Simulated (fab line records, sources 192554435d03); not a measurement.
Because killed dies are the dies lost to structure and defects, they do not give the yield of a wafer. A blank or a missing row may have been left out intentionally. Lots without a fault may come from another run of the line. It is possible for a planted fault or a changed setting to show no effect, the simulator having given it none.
Matching of chambers    flow n5-finfet    N5_FIN_SAQP_ETCH_69 on rie-diel-06: 4 sister chambers
The step etches SOC in N2/H2, stops on SiNx, target depth 150 nm. 30 wafers are shown with their chamber, then 12 later ones without.

WAFERS, EACH WITH ITS CHAMBER
wafer   chamber  drypump-motor-current-A (A)  throttle-valve-pct (%)  showerhead-plenum-p-Torr (Torr)
L074.4  1        6.7                          17.87                   2.48
L074.5  3        5.1                          17.49                   2.69
L074.6  2        5.4                          18.20                   2.40
L075.2  2        5.5                          18.23                   2.40
L075.3  3        5.2                          17.51                   2.69
L075.4  1        6.7                          17.87                   2.48
L077.2  3        5.1                          17.49                   2.68
L077.4  1        6.7                          17.87                   2.48
L077.5  0        5.3                          18.10                   2.40
L078.1  0        5.3                          18.11                   2.40
L078.2  3        5.2                          17.49                   2.68
L078.3  1        6.7                          17.90                   2.48
L078.4  1        6.7                          17.89                   2.48
L078.5  3        5.2                          17.50                   2.68
L078.6  0        5.3                          18.10                   2.40
L082.1  1        6.7                          17.90                   2.47
L082.4  3        5.2                          17.52                   2.68
L082.6  1        6.6                          17.91                   2.47
L083.1  2        5.5                          17.79                   2.71
L083.2  1        6.7                          17.92                   2.47
L083.5  1        6.7                          17.91                   2.47
L085.2  0        5.3                          17.68                   2.72
L085.5  2        5.4                          17.81                   2.71
L085.6  3        5.1                          17.54                   2.68
L087.3  2        5.5                          17.80                   2.71
L087.4  3        5.2                          17.52                   2.67
L087.6  1        6.7                          17.92                   2.47
L093.1  1        6.6                          17.94                   2.47
L093.2  3        5.2                          17.54                   2.67
L093.3  2        5.4                          17.80                   2.71

SIGNATURES (averages over the wafers above)
reading                   chamber 0  chamber 1  chamber 2  chamber 3  scatter within a chamber
drypump-motor-current-A   5.300      6.682      5.450      5.167      0.0444
throttle-valve-pct        17.9975    17.9000    17.9383    17.5111    0.12
showerhead-plenum-p-Torr  2.4800     2.4745     2.6067     2.6800     0.0889
Rule: for each reading, subtract the chamber's mean from the wafer's reading, divide by that reading's scatter and square the result; add these up over the readings and take the root, which gives the wafer's distance from the chamber. If the next closest chamber is less than 2 further off than the closest, the wafer can't be placed; otherwise it belongs to the closest. How the scatter is found: for the shown wafers, subtract from each reading the mean of its chamber, square and add these, divide the total by (wafers less chambers), then take the root.

WAFERS WITHOUT THEIR CHAMBER
wafer   drypump-motor-current-A (A)  throttle-valve-pct (%)  showerhead-plenum-p-Torr (Torr)
L093.4  5.3                          17.73                   2.72
L093.5  6.7                          17.93                   2.47
L093.6  5.5                          17.79                   2.71
L095.1  5.1                          17.53                   2.67
L095.2  6.7                          17.95                   2.46
L095.3  5.4                          17.80                   2.71
L095.4  5.3                          17.71                   2.72
L095.5  5.3                          17.72                   2.72
L095.6  5.1                          17.54                   2.67
L096.1  5.1                          17.56                   2.67
L096.2  5.3                          17.72                   2.72
L096.6  6.7                          17.94                   2.46

EACH ONE'S CHAMBER
wafer   from the rows above           in truth
L093.4  can't be placed: 0 or 3 or 2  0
L093.5  1                             1
L093.6  2                             2
L095.1  3                             3
L095.2  1                             1
L095.3  can't be placed: 2 or 0       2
L095.4  can't be placed: 3 or 0 or 2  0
L095.5  can't be placed: 3 or 0 or 2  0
L095.6  3                             3
L096.1  3                             3
L096.2  can't be placed: 3 or 0 or 2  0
L096.6  1                             1
Placed correctly: 7 of 12. Can't be placed from these rows: 5 (the true chamber is among the candidates in 5). 0 placed wrongly.
